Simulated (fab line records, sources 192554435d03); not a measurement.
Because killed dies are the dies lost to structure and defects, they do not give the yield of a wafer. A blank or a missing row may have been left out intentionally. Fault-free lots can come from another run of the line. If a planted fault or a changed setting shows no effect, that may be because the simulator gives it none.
2 desks looking at one fault | flow n5 finfet | what lay behind the numbers comes last; until then each desk has only its own

== THE TOOL OWNER'S DESK: litho track-03 ==
The tool's own readings at N5_WELL_APT_PEB_23 (peb time 90 s): means of the sampled wafers that have a number, for each lot that ran on this tool. A lot is out of limits, marked OUT, if its mean lies more than 4 standard deviations from the usual mean; the brackets give that distance.
Columns: A = exhaust pa at N5_WELL_APT_PEB_23, usual 45.1 Pa
lot  | first seen here | A
L379 | day 2 09:04     | 45.2
L380 | day 2 15:07     | 45.5
L390 | day 5 02:46     | 45.0
L392 | day 5 15:19     | 44.8
This desk found nothing out of limits on any of the 4 lots.

== METROLOGY DESK ==
What the gauges read for every lot (on any tool): the sampled wafers with a number, averaged. A lot is out of limits, marked OUT, if its mean lies more than 4 standard deviations from the usual mean; the brackets give that distance. 7 of its 12 readings are shown: the first one out of limits and those lying furthest out on some lot.
Columns: A = cd nm at N5_WELL_APT_CD_MEAS_25, usual 200.4 nm; B = DIBL_N at N5_BEOL_M4_RC_MEAS_101, usual 36.3 mV/V; C = DIBL_P at N5_BEOL_M4_RC_MEAS_101, usual 36.2 mV/V; D = ION_N at N5_BEOL_M4_RC_MEAS_101, usual 676 uA/um; E = SS_P at N5_BEOL_M4_RC_MEAS_101, usual 73.3 mV/dec; F = VT_N at N5_BEOL_M4_RC_MEAS_101, usual 249.3 mV; G = VT_P at N5_BEOL_M4_RC_MEAS_101, usual -250.1 mV
lot  | first seen here | A                | B    | C    | D   | E    | F     | G
L376 | day 1 15:12     | 199.2            | 35.3 | 34.8 | 673 | 73.3 | 249.3 | -252.6
L377 | day 1 20:43     | 201.5            | 38.5 | 37.8 | 678 | 73.6 | 249.2 | -247.3
L379 | day 2 09:11     | 200.5            | 37.4 | 37.2 | 674 | 74.1 | 247.7 | -246.5
L380 | day 2 15:14     | 200.3            | 36.7 | 37.6 | 683 | 72.6 | 246.8 | -252.1
L385 | day 3 21:32     | 200.7            | 34.6 | 35.9 | 687 | 72.8 | 249.3 | -251.4
L390 | day 5 02:53     | 206.1            | 36.3 | 35.7 | 680 | 73.8 | 245.9 | -246.6
L392 | day 5 15:26     | 207.7 (+4.9) OUT | 37.2 | 36.6 | 677 | 73.5 | 248.3 | -249.6
L395 | day 6 09:30     | 198.3            | 34.8 | 33.8 | 672 | 72.8 | 249.1 | -253.0
L399 | day 7 08:53     | 200.6            | 36.3 | 36.0 | 669 | 73.8 | 251.5 | -250.1
This desk's verdict: out of limits on L392, starting with L392 at day 5 15:26 (cd nm at N5_WELL_APT_CD_MEAS_25). L376, L377, L379, L380, L385, L390, L395, L399: within limits.

== TAKEN TOGETHER ==
At day 5 15:26 the metrology desk could have sounded an alarm, on L392.
The desk of the tool owner found nothing out of limits.
On record at the tool owner's desk: L392, within its limits.
On litho track-03, each named lot ran N5_WELL_APT_PEB_23.

== WHAT THE SIMULATOR HAD PUT IN ==
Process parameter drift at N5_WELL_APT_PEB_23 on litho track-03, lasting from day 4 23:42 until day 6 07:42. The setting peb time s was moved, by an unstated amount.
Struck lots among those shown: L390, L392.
Time in hours between the start of the fault and the first out-of-limits reading at each desk: metrology desk, 16.
